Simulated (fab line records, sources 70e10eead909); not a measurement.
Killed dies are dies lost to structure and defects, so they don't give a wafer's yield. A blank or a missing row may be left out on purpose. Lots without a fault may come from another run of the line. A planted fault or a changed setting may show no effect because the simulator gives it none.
Which tool did it? | flow nand_harc | 24 lots, 72 wafers sampled, at 6 steps of a route of 1302

WHAT THE GAUGES READ, wafer by wafer
NHARC_A_ONON_D2_THK_MEAS_34: measures by ellipsometry. Usual: thk_nm 199.6 nm, standard deviation 2.9.
lot  | measured     | on            | thk_nm (nm)       | flag
L074 | day 13 02:16 | film_metro-01 | 194.0 194.7 199.5 |
L076 | day 13 07:07 | film_metro-02 | 193.6 200.1 200.0 |
L075 | day 13 07:14 | film_metro-01 | 199.5 201.8 199.4 |
L077 | day 14 17:33 | film_metro-01 | 198.3 203.3 201.2 |
L078 | day 14 17:37 | film_metro-01 | 199.7 203.4 200.1 |
L079 | day 15 00:54 | film_metro-02 | 200.0 205.6 202.4 |
L080 | day 15 11:05 | film_metro-01 | 203.5 204.4 205.5 |
L082 | day 16 03:17 | film_metro-01 | 198.2 200.7 200.8 |
L081 | day 16 03:20 | film_metro-02 | 198.3 204.3 204.6 |
L084 | day 16 20:11 | film_metro-01 | 199.6 204.5 203.4 |
L083 | day 16 20:11 | film_metro-01 | 197.5 201.2 200.3 |
L085 | day 17 11:28 | film_metro-02 | 199.6 199.6 203.1 |
L086 | day 17 20:25 | film_metro-02 | 202.2 201.7 205.4 |
L087 | day 18 20:07 | film_metro-01 | 197.2 199.5 197.3 |
L088 | day 18 20:09 | film_metro-01 | 198.4 198.8 202.8 |
L089 | day 19 00:02 | film_metro-01 | 197.9 198.4 196.6 |
L090 | day 19 17:38 | film_metro-02 | 204.1 196.9 203.1 |
L091 | day 19 23:13 | film_metro-02 | 195.3 198.9 198.2 |
L092 | day 20 16:32 | film_metro-02 | 199.7 200.4 199.7 |
L093 | day 20 16:34 | film_metro-01 | 193.9 199.5 197.4 |
L094 | day 20 23:40 | film_metro-01 | 196.2 193.6 201.9 |
L095 | day 21 19:20 | film_metro-01 | 197.7 200.3 205.0 |
L096 | day 22 02:31 | film_metro-01 | 197.9 196.6 199.2 |
L097 | day 22 10:50 | film_metro-02 | 197.6 194.8 199.9 |

NHARC_A_CHANNEL_HOLE_D2_OVL_MEAS_11. Usual: overlay_x_nm 0.2 nm, standard deviation 0.74; overlay_y_nm -0.1 nm, standard deviation 1.2.
lot  | measured     | on         | overlay_x_nm (nm) | overlay_y_nm (nm) | flag
L074 | day 13 05:10 | overlay-02 | 0.3 0.0 -0.2      | 1.5 1.6 1.4       |
L076 | day 13 12:13 | overlay-01 | 1.3 1.0 1.4       | 2.0 2.5 2.0       |
L075 | day 13 12:26 | overlay-02 | 0.0 0.4 0.0       | 0.1 0.2 0.4       |
L077 | day 14 20:19 | overlay-01 | 0.3 0.9 0.6       | 0.3 0.4 0.9       |
L078 | day 14 20:31 | overlay-02 | 1.4 1.8 1.4       | -2.3 -1.8 -2.7    |
L079 | day 15 04:00 | overlay-01 | -0.2 -0.8 0.1     | -0.1 -0.7 -0.6    |
L080 | day 15 15:45 | overlay-02 | 0.1 0.0 0.0       | 0.1 -0.3 -0.1     |
L082 | day 16 08:23 | overlay-02 | -0.1 -0.1 0.5     | 1.5 0.9 0.2       |
L081 | day 16 08:40 | overlay-01 | -0.4 -0.7 -0.2    | 0.3 0.7 0.7       |
L084 | day 16 22:58 | overlay-01 | -0.9 -1.0 -0.6    | 0.6 0.4 1.3       |
L083 | day 17 01:00 | overlay-01 | 0.3 0.7 0.4       | -0.3 -0.7 -0.2    |
L085 | day 17 14:22 | overlay-01 | 0.2 -0.1 0.2      | 0.8 0.9 0.3       |
L086 | day 17 23:18 | overlay-01 | -0.5 0.0 -0.2     | 2.0 1.6 1.1       |
L087 | day 19 02:39 | overlay-01 | -0.3 -0.3 -0.4    | 0.6 0.7 0.7       |
L088 | day 19 02:52 | overlay-02 | 0.0 0.3 0.6       | -0.3 -0.7 -1.1    |
L089 | day 19 04:56 | overlay-02 | 2.1 1.2 1.2       | -2.2 -2.3 -2.0    |
L090 | day 19 23:04 | overlay-01 | 0.3 -0.1 -0.2     | -0.8 -0.3 -0.4    |
L091 | day 20 02:50 | overlay-01 | 1.0 0.8 1.4       | -0.2 0.0 -0.1     |
L092 | day 20 19:25 | overlay-02 | -0.5 -0.7 -0.5    | -0.4 -0.8 -1.0    |
L093 | day 20 19:34 | overlay-02 | 0.1 0.3 0.8       | -1.0 -0.4 -0.2    |
L094 | day 21 02:31 | overlay-02 | 0.6 1.4 0.9       | 0.4 1.0 0.6       |
L095 | day 21 22:04 | overlay-02 | -0.6 -1.2 -1.9    | -2.2 -2.1 -1.4    |
L096 | day 22 05:23 | overlay-02 | 0.1 0.3 0.5       | -0.7 -0.1 -0.5    |
L097 | day 22 13:44 | overlay-02 | 0.6 0.8 1.0       | -1.7 -1.8 -1.7    |

NHARC_A_CHANNEL_HOLE_D2_CD_MEAS_18. Usual: cd_nm 100.4 nm, standard deviation 2.3.
lot  | measured     | on        | cd_nm (nm)        | flag
L074 | day 13 06:22 | cd_sem-01 | 97.8 99.5 99.4    |
L076 | day 13 13:26 | cd_sem-01 | 102.2 99.4 99.3   |
L075 | day 13 13:38 | cd_sem-03 | 100.1 100.9 100.6 |
L077 | day 14 21:32 | cd_sem-02 | 99.8 97.3 97.9    |
L078 | day 14 21:44 | cd_sem-03 | 101.6 101.4 99.1  |
L079 | day 15 05:13 | cd_sem-03 | 102.4 102.7 102.8 |
L080 | day 15 16:58 | cd_sem-01 | 93.3 97.1 100.0   |
L082 | day 16 09:36 | cd_sem-01 | 101.4 98.4 98.8   |
L081 | day 16 09:52 | cd_sem-02 | 99.2 103.0 99.1   |
L084 | day 17 00:16 | cd_sem-01 | 101.2 104.8 100.9 |
L083 | day 17 02:28 | cd_sem-01 | 99.2 100.0 98.5   |
L085 | day 17 16:11 | cd_sem-01 | 98.9 103.7 100.9  |
L086 | day 18 00:31 | cd_sem-01 | 102.2 100.9 97.8  |
L087 | day 19 03:52 | cd_sem-03 | 100.7 101.9 100.0 |
L088 | day 19 04:05 | cd_sem-01 | 99.2 101.5 98.0   |
L089 | day 19 06:08 | cd_sem-01 | 101.3 102.6 100.0 |
L090 | day 20 00:17 | cd_sem-02 | 98.0 101.1 106.5  |
L091 | day 20 04:03 | cd_sem-02 | 99.4 98.3 97.0    |
L092 | day 20 20:37 | cd_sem-02 | 97.4 103.6 98.9   |
L093 | day 20 21:14 | cd_sem-03 | 100.2 99.2 98.0   |
L094 | day 21 03:44 | cd_sem-02 | 100.5 103.5 100.8 |
L095 | day 21 23:16 | cd_sem-01 | 103.2 99.9 100.7  |
L096 | day 22 06:36 | cd_sem-03 | 100.5 102.3 101.8 |
L097 | day 22 14:57 | cd_sem-03 | 97.8 100.5 102.4  |

NHARC_A_CHANNEL_FILL_D2_INSPECT_13. Usual: raw_defect_count 337, standard deviation 110.
lot  | measured     | on                | raw_defect_count | flag
L074 | day 15 17:15 | defect_inspect-01 | 208 140 185      |
L076 | day 15 21:45 | defect_inspect-01 | 309 270 309      |
L075 | day 15 17:16 | defect_inspect-02 | 306 284 224      |
L077 | day 17 04:01 | defect_inspect-02 | 360 305 320      |
L078 | day 17 08:37 | defect_inspect-02 | 377 397 564      |
L079 | day 17 08:37 | defect_inspect-01 | 189 204 291      |
L080 | day 18 05:11 | defect_inspect-02 | 397 500 567      |
L082 | day 18 19:22 | defect_inspect-01 | 304 347 415      |
L081 | day 18 19:12 | defect_inspect-02 | 278 240 270      |
L084 | day 19 09:22 | defect_inspect-01 | 433 342 490      |
L083 | day 19 09:19 | defect_inspect-02 | 317 298 430      |
L085 | day 19 22:07 | defect_inspect-01 | 463 621 445      |
L086 | day 20 06:04 | defect_inspect-02 | 343 349 331      |
L087 | day 21 09:33 | defect_inspect-02 | 455 637 388      |
L088 | day 21 09:34 | defect_inspect-01 | 252 317 244      |
L089 | day 21 18:06 | defect_inspect-01 | 207 390 324      |
L090 | day 22 07:13 | defect_inspect-01 | 464 616 224      |
L091 | day 22 20:12 | defect_inspect-01 | 233 250 274      |
L092 | day 23 02:10 | defect_inspect-01 | 489 355 238      |
L093 | day 23 02:09 | defect_inspect-02 | 391 355 317      |
L094 | day 23 12:11 | defect_inspect-02 | 288 272 311      |
L095 | day 24 06:59 | defect_inspect-02 | 500 528 331      |
L096 | day 24 14:13 | defect_inspect-02 | 370 303 264      |
L097 | day 24 21:05 | defect_inspect-02 | 392 288 408      |

WHICH TOOL RAN EACH LOT (tool, then ch and the chambers of the sampled wafers, then the start)
lot  | NHARC_A_CHANNEL_HOLE_D2_DEP_00 | NHARC_A_CHANNEL_FILL_D2_ALD_16
L074 | acl_dep-01 ch 0, day 13 02:43  | ald_hk-03 ch 1,2,3, day 14 00:31
L076 | acl_dep-02 ch 0, day 13 10:13  | ald_hk-02 ch 1,2,3, day 14 08:14
L075 | acl_dep-03 ch 0, day 13 09:59  | ald_hk-04 ch 2,3, day 14 08:11
L077 | acl_dep-02 ch 0, day 14 18:01  | ald_hk-03 ch 0,2,3, day 15 15:55
L078 | acl_dep-03 ch 0, day 14 18:23  | ald_hk-03 ch 0,1,2, day 15 21:20
L079 | acl_dep-03 ch 0, day 15 01:41  | ald_hk-04 ch 0,1, day 15 21:17
L080 | acl_dep-03 ch 0, day 15 13:39  | ald_hk-03 ch 0,1, day 16 13:20
L082 | acl_dep-01 ch 0, day 16 06:06  | ald_hk-02 ch 1,3, day 17 05:27
L081 | acl_dep-03 ch 0, day 16 06:16  | ald_hk-03 ch 2,3, day 17 05:27
L084 | acl_dep-02 ch 0, day 16 20:59  | ald_hk-03 ch 1,2,3, day 17 18:25
L083 | acl_dep-02 ch 0, day 16 22:34  | ald_hk-03 ch 0,1,2, day 17 22:37
L085 | acl_dep-02 ch 0, day 17 11:56  | ald_hk-04 ch 0,1,3, day 18 10:38
L086 | acl_dep-01 ch 0, day 17 21:31  | ald_hk-03 ch 2,3, day 18 18:37
L087 | acl_dep-01 ch 0, day 19 00:39  | ald_hk-03 ch 0,3, day 19 22:16
L088 | acl_dep-03 ch 0, day 19 00:25  | ald_hk-03 ch 0,2,3, day 19 22:06
L089 | acl_dep-03 ch 0, day 19 02:20  | ald_hk-04 ch 1,2,3, day 20 02:15
L090 | acl_dep-02 ch 0, day 19 21:25  | ald_hk-02 ch 2,3, day 20 19:59
L091 | acl_dep-02 ch 0, day 20 00:50  | ald_hk-04 ch 0,2, day 20 22:59
L092 | acl_dep-03 ch 0, day 20 17:19  | ald_hk-03 ch 0,2, day 21 14:48
L093 | acl_dep-02 ch 0, day 20 16:44  | ald_hk-04 ch 2,3, day 21 14:49
L094 | acl_dep-02 ch 0, day 20 23:47  | ald_hk-03 ch 0,3, day 22 00:11
L095 | acl_dep-02 ch 0, day 21 19:29  | ald_hk-03 ch 0,1,3, day 22 18:10
L096 | acl_dep-03 ch 0, day 22 02:58  | ald_hk-02 ch 0,1,3, day 23 02:11
L097 | acl_dep-01 ch 0, day 22 10:59  | ald_hk-03 ch 0,1,2, day 23 09:17
- NHARC_A_CHANNEL_HOLE_D2_DEP_00: deposits aC, target thk 3100 nm.
- NHARC_A_CHANNEL_FILL_D2_ALD_16: deposits SiO2, target thk 1.5 nm, pulse time 10 s, ald cycles 15.

WHAT THE TOOLS THEMSELVES READ (means of the sampled wafers that have a number; where no wafer has one, the mark that the record gives instead)
NHARC_A_CHANNEL_HOLE_D2_DEP_00. Usual: throttle_valve_pct 35.000 %, standard deviation 0.0083.
lot  | tool       | throttle_valve_pct (%) | flag
L074 | acl_dep-01 | 35.003                 |
L076 | acl_dep-02 | 35.005                 |
L075 | acl_dep-03 | 35.004                 |
L077 | acl_dep-02 | 35.009                 |
L078 | acl_dep-03 | 35.000                 |
L079 | acl_dep-03 | 34.995                 |
L080 | acl_dep-03 | 35.005                 |
L082 | acl_dep-01 | 34.994                 |
L081 | acl_dep-03 | 34.995                 |
L084 | acl_dep-02 | 34.994                 |
L083 | acl_dep-02 | 34.998                 |
L085 | acl_dep-02 | 35.000                 |
L086 | acl_dep-01 | 34.999                 |
L087 | acl_dep-01 | 35.005                 |
L088 | acl_dep-03 | 34.998                 |
L089 | acl_dep-03 | 35.004                 |
L090 | acl_dep-02 | 34.998                 |
L091 | acl_dep-02 | 35.006                 |
L092 | acl_dep-03 | 35.001                 |
L093 | acl_dep-02 | 34.999                 |
L094 | acl_dep-02 | 35.004                 |
L095 | acl_dep-02 | 34.993                 |
L096 | acl_dep-03 | 34.999                 |
L097 | acl_dep-01 | 35.003                 |

NHARC_A_CHANNEL_FILL_D2_ALD_16. Usual: heater_power_outer_w 275 W, standard deviation 39; heater_power_w 489 W, standard deviation 54; precursor_pulse_height_rel 1.001, standard deviation 0.019.
lot  | tool      | heater_power_outer_w (W) | heater_power_w (W) | precursor_pulse_height_rel | flag
L074 | ald_hk-03 | 286                      | 503                | 0.991                      |
L076 | ald_hk-02 | 281                      | 490                | 0.991                      |
L075 | ald_hk-04 | 260                      | 470                | 1.022                      |
L077 | ald_hk-03 | 301                      | 530                | 1.014                      |
L078 | ald_hk-03 | 271                      | 481                | 1.014                      |
L079 | ald_hk-04 | 262                      | 478                | 0.993                      |
L080 | ald_hk-03 | 225                      | 421                | 1.010                      |
L082 | ald_hk-02 | 245                      | 441                | 1.000                      |
L081 | ald_hk-03 | 320                      | 559                | 1.009                      |
L084 | ald_hk-03 | 284                      | 508                | 0.986                      |
L083 | ald_hk-03 | 269                      | 476                | 1.003                      |
L085 | ald_hk-04 | 262                      | 471                | 1.006                      |
L086 | ald_hk-03 | 319                      | 540                | 1.032                      |
L087 | ald_hk-03 | 293                      | 508                | 1.003                      |
L088 | ald_hk-03 | 306                      | 530                | 1.005                      |
L089 | ald_hk-04 | 257                      | 449                | 1.007                      |
L090 | ald_hk-02 | 268                      | 473                | 1.004                      |
L091 | ald_hk-04 | 262                      | 475                | 0.988                      |
L092 | ald_hk-03 | 292                      | 490                | 1.003                      |
L093 | ald_hk-04 | 254                      | 462                | 1.003                      |
L094 | ald_hk-03 | 306                      | 541                | 0.991                      |
L095 | ald_hk-03 | 270                      | 484                | 1.001                      |
L096 | ald_hk-02 | 255                      | 453                | 1.000                      |
L097 | ald_hk-03 | 270                      | 477                | 0.980                      |

THE ANSWER, worked out from the rows above alone
Rule: a lot is off if the mean of its wafers that have a number lies more than 3 standard deviations from the usual mean. A lot without any number at a reading at which 4 lots or more have one is off too. The other lots that the step has rows for count as sound. The gauges are gone through in route order, then the tools' own readings, and for those a lot's mean is taken as printed above. The first step at which some lot is off is used, and at that step the reading that is off furthest; a lot without a number counts as furthest.
No lot is off at any reading shown: from this, nothing can be told.

WHAT THE SIMULATOR HAD PUT IN
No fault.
